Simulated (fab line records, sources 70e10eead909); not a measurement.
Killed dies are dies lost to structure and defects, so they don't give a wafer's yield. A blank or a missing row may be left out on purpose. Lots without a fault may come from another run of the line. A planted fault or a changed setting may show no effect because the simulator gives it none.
Chamber matching | flow nand_harc | NHARC_P_M2_ETCH_35 on rie_diel-09: 4 sister chambers
The step etches the open film in N2/H2, target depth 40 nm, overetch 12 nm, time 43.94 s. 27 wafers are shown with their chamber, then 12 later ones without.

WAFERS WITH THEIR CHAMBER
wafer  | chamber | showerhead_plenum_p_Torr (Torr) | drypump_motor_current_A (A) | rf_vpp_V (V)
L460.1 | 2       | 2.16                            | 4.9                         | 432.8
L460.3 | 3       | 1.90                            | 6.6                         | 427.1
L460.4 | 1       | 2.04                            | 5.7                         | 429.0
L462.1 | 1       | 2.04                            | 5.8                         | 431.0
L462.2 | 0       | 2.11                            | 6.4                         | 432.8
L462.5 | 0       | 2.11                            | 6.4                         | 432.5
L464.1 | 1       | 2.04                            | 5.8                         | 429.2
L464.4 | 1       | 2.04                            | 5.7                         | 429.3
L464.5 | 0       | 2.11                            | 6.4                         | 432.2
L465.1 | 1       | 2.04                            | 5.7                         | 429.7
L465.3 | 0       | 2.12                            | 6.4                         | 433.2
L465.5 | 1       | 2.04                            | 5.7                         | 429.9
L471.2 | 1       | 2.04                            | 5.7                         | 429.6
L471.3 | 0       | 2.11                            | 6.4                         | 430.5
L471.6 | 1       | 2.04                            | 5.7                         | 431.0
L470.1 | 0       | 2.11                            | 6.4                         | 433.3
L470.3 | 1       | 2.04                            | 5.7                         | 430.0
L470.6 | 1       | 2.04                            | 5.7                         | 430.0
L472.2 | 0       | 2.11                            | 6.4                         | 432.3
L472.3 | 1       | 2.04                            | 5.7                         | 430.5
L472.4 | 2       | 2.16                            | 4.9                         | 434.2
L475.1 | 0       | 2.11                            | 6.4                         | 430.4
L475.4 | 3       | 1.90                            | 6.6                         | 427.9
L475.6 | 2       | 2.16                            | 4.9                         | 434.1
L476.1 | 0       | 2.11                            | 6.4                         | 431.5
L476.3 | 3       | 1.90                            | 6.6                         | 426.4
L476.6 | 3       | 1.90                            | 6.6                         | 426.9

SIGNATURES (means of the wafers above)
reading                  | chamber 0 | chamber 1 | chamber 2 | chamber 3 | scatter within a chamber
showerhead_plenum_p_Torr | 2.1111    | 2.0400    | 2.1600    | 1.9000    | 0.00197
drypump_motor_current_A  | 6.400     | 5.718     | 4.900     | 6.600     | 0.0267
rf_vpp_V                 | 432.078   | 429.927   | 433.700   | 427.075   | 0.837
Rule: a wafer's distance from a chamber is the root of the sum, over the readings, of the square of ((its reading less the chamber's mean) divided by the reading's scatter). The wafer belongs to the nearest chamber; if the next one is less than 2 further off, it can't be placed. The scatter: the root of (the sum of the squares of (reading less its chamber's mean) over the shown wafers, divided by (wafers less chambers)).

WAFERS WITHOUT THEIR CHAMBER
wafer  | showerhead_plenum_p_Torr (Torr) | drypump_motor_current_A (A) | rf_vpp_V (V)
L477.4 | 2.04                            | 5.7                         | 430.8
L477.5 | 2.04                            | 5.7                         | 429.9
L477.6 | 2.16                            | 4.9                         | 433.1
L479.1 | 1.90                            | 6.6                         | 426.6
L479.3 | 2.11                            | 6.4                         | 433.1
L479.5 | 1.90                            | 6.6                         | 427.4
L480.2 | 1.90                            | 6.6                         | 427.3
L480.3 | 2.11                            | 6.4                         | 432.1
L480.4 | 2.04                            | 5.7                         | 430.5
L481.1 | 2.04                            | 5.7                         | 430.8
L481.2 | 2.11                            | 6.4                         | 434.1
L481.6 | 2.16                            | 4.9                         | 432.6

WHICH CHAMBER EACH WENT THROUGH
wafer  | from the rows above | in truth
L477.4 | 1                   | 1
L477.5 | 1                   | 1
L477.6 | 2                   | 2
L479.1 | 3                   | 3
L479.3 | 0                   | 0
L479.5 | 3                   | 3
L480.2 | 3                   | 3
L480.3 | 0                   | 0
L480.4 | 1                   | 1
L481.1 | 1                   | 1
L481.2 | 0                   | 0
L481.6 | 2                   | 2
Placed correctly: 12 of 12. Can't be placed from these rows: 0. Placed wrongly: 0.
